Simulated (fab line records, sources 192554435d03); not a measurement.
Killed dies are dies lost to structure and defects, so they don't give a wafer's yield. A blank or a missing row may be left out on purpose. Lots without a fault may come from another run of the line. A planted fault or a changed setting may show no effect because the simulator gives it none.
Split-lot experiment | flow n5_finfet | 7 lots, 21 wafers read, on a route of 1938 steps

THE SPLIT
At N5_MOL_CONTACT_COAG_VIA_ETCH_117 (etches SiO2 in C4F6/O2, target depth 40 nm, overetch 8 nm, time 26 s), the setting bias_w was moved away from the recipe's 455 W on 7 of the 21 wafers read, by +6.7% to +17.0%. The other wafers ran this setting at the recipe's value.

The reading is taken at the split's own step.

THE READING
rf_vpp_V, in V, at N5_MOL_CONTACT_COAG_VIA_ETCH_117 (etches SiO2 in C4F6/O2, target depth 40 nm, overetch 8 nm, time 26 s). Fault-free wafers of this fab line usually give 1575 V, standard deviation 14 V.

wafer  | tool, chamber at the split | bias_w as run, W | against the recipe | rf_vpp_V, V | against lot-mates on the recipe
L075.1 | rie_diel-05, 3             | 485.6            | +6.7%              | 1636        | +77
L075.2 | rie_diel-05, 1             | 455              | recipe             | 1558        | -
L075.5 | rie_diel-05, 3             | 455              | recipe             | 1560        | -
L080.2 | rie_diel-03, 3             | 455              | recipe             | 1585        | -
L080.5 | rie_diel-03, 1             | 455              | recipe             | 1578        | -
L080.6 | rie_diel-03, 2             | 532.3            | +17.0%             | 1784        | +202
L081.1 | rie_diel-05, 2             | 514.8            | +13.1%             | 1730        | +153
L081.3 | rie_diel-05, 0             | 455              | recipe             | 1577        | -
L081.5 | rie_diel-05, 2             | 514.8            | +13.1%             | 1729        | +152
L084.1 | rie_diel-06, 1             | 455              | recipe             | 1574        | -
L084.2 | rie_diel-06, 0             | 455              | recipe             | 1594        | -
L084.3 | rie_diel-06, 2             | 455              | recipe             | 1577        | -
L088.2 | rie_diel-05, 1             | 455              | recipe             | 1555        | -
L088.3 | rie_diel-05, 2             | 455              | recipe             | 1577        | -
L088.5 | rie_diel-05, 3             | 455              | recipe             | 1558        | -
L092.1 | rie_diel-05, 3             | 511.1            | +12.3%             | 1700        | +144
L092.4 | rie_diel-05, 1             | 455              | recipe             | 1555        | -
L092.5 | rie_diel-05, 1             | 455              | recipe             | 1556        | -
L096.1 | rie_diel-03, 2             | 492.9            | +8.3%              | 1684        | +132
L096.2 | rie_diel-03, 0             | 455              | recipe             | 1552        | -
L096.3 | rie_diel-03, 3             | 492.9            | +8.3%              | 1680        | +128

THE FIT
A straight line over all 21 wafers: rf_vpp_V changes by +12.3 V for each +1% of bias_w; r = +0.98; the points scatter about the line by 13 V.
The same after taking each lot's own level away (the mean of its wafers on the recipe; 21 wafers): +12.2 V for each +1%; r = +0.99; scatter 11 V.
On that fit, the largest move of bias_w shifts the reading by 2.1e+02 V.
The lots' own levels span 1552.0 to 1581.7 V, that is 2.1 times the standard deviation above.
So the lot-to-lot level changes the slope little: the two slopes agree.
Check: with one of the wafers moved furthest among these (+17.0%) left out of the fit, the line predicts +211 V for it against its lot-mates. It came out at +202 V against them.
Tool readings at the split's step, against how far the setting was moved: rf_vpp_V r = +0.98.

OTHER SPLITS ON THESE WAFERS
These wafers also went through other splits before the reading. Each is held against what the fit with the lots' levels taken away leaves over:
other split on the same wafers | wafers away from the commonest value | r with rf_vpp_V (lot level and that fit taken away)
N5_HKMG_FIN_ETCH_58 source_w   | 8                                    | +0.01
N5_HKMG_FIN_ALD_79 ald_cycles  | 7                                    | -0.37

THE FILE'S OWN FIT
rf_vpp_V changes by +12.1 V for each +1% of bias_w, r = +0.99.
